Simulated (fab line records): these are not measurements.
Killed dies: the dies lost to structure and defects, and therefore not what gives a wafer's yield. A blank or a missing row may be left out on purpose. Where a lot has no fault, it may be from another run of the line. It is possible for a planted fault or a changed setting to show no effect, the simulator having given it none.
What tool caused it? || flow nand harc || 6 lots, 18 wafers sampled, at 1 step of a route of 1302

## WHAT THE GAUGES SHOWED, per wafer
NHARC_A_BLC_INSPECT_12.
{"lot": "L994", "measured": "day 22 20:21", "on": "defect inspect-02", "raw defect count": "104 131 83"}
{"lot": "L997", "measured": "day 23 21:30", "on": "defect inspect-01", "raw defect count": "104 116 104"}
{"lot": "L101", "measured": "day 25 16:08", "on": "defect inspect-01", "raw defect count": "159 172 167"}
{"lot": "L112", "measured": "day 30 06:32", "on": "defect inspect-02", "raw defect count": "94 85 61"}
{"lot": "L114", "measured": "day 30 22:34", "on": "defect inspect-01", "raw defect count": "41 35 46"}
{"lot": "L115", "measured": "day 31 16:38", "on": "defect inspect-02", "raw defect count": "28 18 14"}

## WHICH TOOL RAN EACH LOT (tool, then ch and the chambers of the sampled wafers, then the start)
The record holds no process step before these readings.

## THE ANSWER, worked out from the rows above alone
Rule: the usual values come from the lots themselves. The widest of any qualifying gaps counts: lots, ordered by their means at a reading, are off when they make up no more than a third of the lots, leave a main group of 4 or more, and stand apart from it by 3 or more times the standard deviation of that group's means. A main group whose means are all the same, to the digits that the tables above print for the reading, isn't used. Also off: a lot with no number at a reading for which 4 or more lots have one. The other lots that the step has rows for count as sound.
Across all readings shown, no lot is off: no conclusion can be drawn from this.

## WHAT THE SIMULATOR PUT IN
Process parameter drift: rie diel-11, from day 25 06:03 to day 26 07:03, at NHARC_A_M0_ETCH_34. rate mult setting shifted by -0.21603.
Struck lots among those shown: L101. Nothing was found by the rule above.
